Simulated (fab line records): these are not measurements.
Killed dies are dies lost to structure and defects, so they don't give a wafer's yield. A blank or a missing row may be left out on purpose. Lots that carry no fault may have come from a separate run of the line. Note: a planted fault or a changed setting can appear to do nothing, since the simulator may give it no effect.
Chamber matching + flow n5_finfet + ald_sin-02 running N5_GATE_CUT_ALD_22: 4 sister chambers
The step deposits SiNx, target thk 16 nm, pulse time 1 s, ald cycles 320. 8 wafers are shown with their chamber, then 11 later ones without.

## WAFERS WITH THEIR CHAMBER
| wafer  | chamber | heater_power_w (W) | precursor_pulse_height_rel |
|--------|---------|--------------------|----------------------------|
| L082.5 | 2       | 857                | 0.987                      |
| L084.5 | 2       | 863                | 1.011                      |
| L089.1 | 3       | 829                | 1.009                      |
| L089.2 | 1       | 747                | 1.023                      |
| L089.4 | 0       | 810                | 1.023                      |
| L089.5 | 1       | 747                | 0.998                      |
| L089.6 | 3       | 801                | 1.014                      |
| L091.2 | 0       | 795                | 1.035                      |

## WAFERS MISSING THEIR CHAMBER
| wafer  | heater_power_w (W) | precursor_pulse_height_rel |
|--------|--------------------|----------------------------|
| L091.5 | 807                | 1.010                      |
| L091.6 | 802                | 1.053                      |
| L092.3 | 854                | 1.016                      |
| L092.5 | 742                | 1.012                      |
| L092.6 | 796                | 0.970                      |
| L094.3 | 802                | 0.982                      |
| L094.5 | 811                | 0.996                      |
| L094.6 | 878                | 0.989                      |
| L095.2 | 814                | 1.031                      |
| L095.5 | 813                | 0.989                      |
| L095.6 | 741                | 0.991                      |

## CHAMBER TAKEN BY EACH
| wafer  | from the rows above          | in truth |
|--------|------------------------------|----------|
| L091.5 | can't be placed: 3 or 0      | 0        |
| L091.6 | can't be placed: 0 or 3      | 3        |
| L092.3 | 2                            | 2        |
| L092.5 | 1                            | 1        |
| L092.6 | can't be placed: 3 or 0 or 1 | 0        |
| L094.3 | can't be placed: 3 or 0      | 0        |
| L094.5 | can't be placed: 3 or 0      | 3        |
| L094.6 | 2                            | 2        |
| L095.2 | can't be placed: 0 or 3      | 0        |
| L095.5 | can't be placed: 3 or 0      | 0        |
| L095.6 | 1                            | 1        |
Correctly placed: 4 of 11. Unplaceable from these rows: 7, with the true chamber sitting among the candidates in 7. Wrongly placed: 0.
How it was worked out, from the rows above alone: a wafer's distance from a chamber is the root of the sum, over the readings, of the square of ((its reading less the chamber's mean) divided by the reading's scatter). If the next closest chamber is less than 2 further off than the closest, the wafer can't be placed; otherwise it belongs to the closest. Each chamber's mean is taken over the wafers shown for it. The scatter is the square root of a quotient: the sum, over the shown wafers, of each reading's squared deviation from its chamber's mean, divided by wafers minus chambers.
